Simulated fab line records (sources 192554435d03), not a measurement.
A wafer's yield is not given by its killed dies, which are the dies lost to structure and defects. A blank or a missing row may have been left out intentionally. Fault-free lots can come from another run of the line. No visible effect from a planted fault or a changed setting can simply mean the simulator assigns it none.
What tool caused it? ; flow n5 finfet ; Sampling: 9 lots, 24 wafers, 4 of 1938 route steps

## WHAT THE GAUGES READ, wafer by wafer
N5_STI_FIN_REVEAL_FIN_H_MEAS_10.
lot;measured;on;trench depth nm (nm)
L311;day 2 13:53;ocd-01;51.9 51.6 50.9
L312;day 2 20:38;ocd-01;52.5 50.8 51.0
L314;day 3 08:56;ocd-02;53.1 51.7 52.3
L323;day 5 13:44;ocd-01;66.4 51.0 65.9
L324;day 5 18:39;ocd-01;65.7 52.2
L329;day 8 01:33;ocd-01;52.3 53.1 51.8
L332;day 8 03:15;ocd-02;51.5 50.8 51.5
L333;day 8 05:07;ocd-01;53.2 52.7
L334;day 8 10:14;ocd-02;52.4 51.8

## WHAT TOOL EACH LOT RAN ON (gives the tool, then ch and the chambers of the sampled wafers, and finally the start)
lot;N5_FIN_CUT_STRIP_22;N5_STI_FIN_REVEAL_ETCHBACK_08;N5_STI_FIN_REVEAL_RECESS_09
L311;rie diel-03 ch 1,2,3, day 2 04:23;rie diel-06 ch 0,2, day 2 10:47;vapor etch-02 ch 0,1, day 2 11:02
L312;rie diel-02 ch 1,2,3, day 2 10:49;rie diel-06 ch 0,1,3, day 2 17:41;vapor etch-01 ch 0,1, day 2 17:56
L314;rie diel-03 ch 2,3, day 2 22:05;rie diel-04 ch 1,2, day 3 05:53;vapor etch-01 ch 0,1, day 3 06:08
L323;rie diel-02 ch 0,1, day 5 03:44;rie diel-06 ch 0,1,3, day 5 10:31;vapor etch-02 ch 0,1, day 5 11:34
L324;rie diel-01 ch 0, day 5 09:22;rie diel-05 ch 1,3, day 5 15:42;vapor etch-02 ch 0,1, day 5 16:29
L329;rie diel-02 ch 0,1,2, day 6 16:52;rie diel-04 ch 0,1,3, day 7 22:17;vapor etch-01 ch 0,1, day 7 23:07
L332;rie diel-01 ch 0,1,3, day 7 09:25;rie diel-06 ch 0,2,3, day 7 23:54;vapor etch-02 ch 0,1, day 8 00:29
L333;rie diel-03 ch 1,2, day 7 15:58;rie diel-06 ch 0,2, day 8 02:08;vapor etch-02 ch 0,1, day 8 02:23
L334;rie diel-03 ch 0,3, day 8 00:38;rie diel-05 ch 0,1, day 8 07:17;vapor etch-02 ch 1, day 8 07:32
- N5_FIN_CUT_STRIP_22: strips in N2/H2.
- N5_STI_FIN_REVEAL_ETCHBACK_08: etches SiO2 in C4F6/O2, target depth 30.5 nm, time 10.167 s.
- N5_STI_FIN_REVEAL_RECESS_09: chemistry HF/NH3, target SiO2, afs cycles 11, target depth 42.5 nm, sublimation time 60 s.

## THE ANSWER, worked out from the rows above alone
Rule: the usual values come from the lots themselves. The widest of any qualifying gaps counts: lots, ordered by their means at a reading, are off when they make up no more than a third of the lots, leave a main group of 4 or more, and stand apart from it by 3 or more times the standard deviation of that group's means. A main group is skipped when, at the precision printed for the reading in the tables above, its means are all equal. A lot without any number at a reading at which 4 lots or more have one is off too. All remaining lots with rows at the step are treated as sound.
Off: L323, L324, at N5_STI_FIN_REVEAL_FIN_H_MEAS_10 (trench depth nm). The main group has a mean of 52.0 nm with a standard deviation of 0.58.
If a tool, at a process step before that reading, ran all the lots that are off and no sound lot after the first of them, it fits. The gauges at N5_STI_FIN_REVEAL_FIN_H_MEAS_10 are tried like those tools. None of those tried fits.

## WHAT THE SIMULATOR PUT IN
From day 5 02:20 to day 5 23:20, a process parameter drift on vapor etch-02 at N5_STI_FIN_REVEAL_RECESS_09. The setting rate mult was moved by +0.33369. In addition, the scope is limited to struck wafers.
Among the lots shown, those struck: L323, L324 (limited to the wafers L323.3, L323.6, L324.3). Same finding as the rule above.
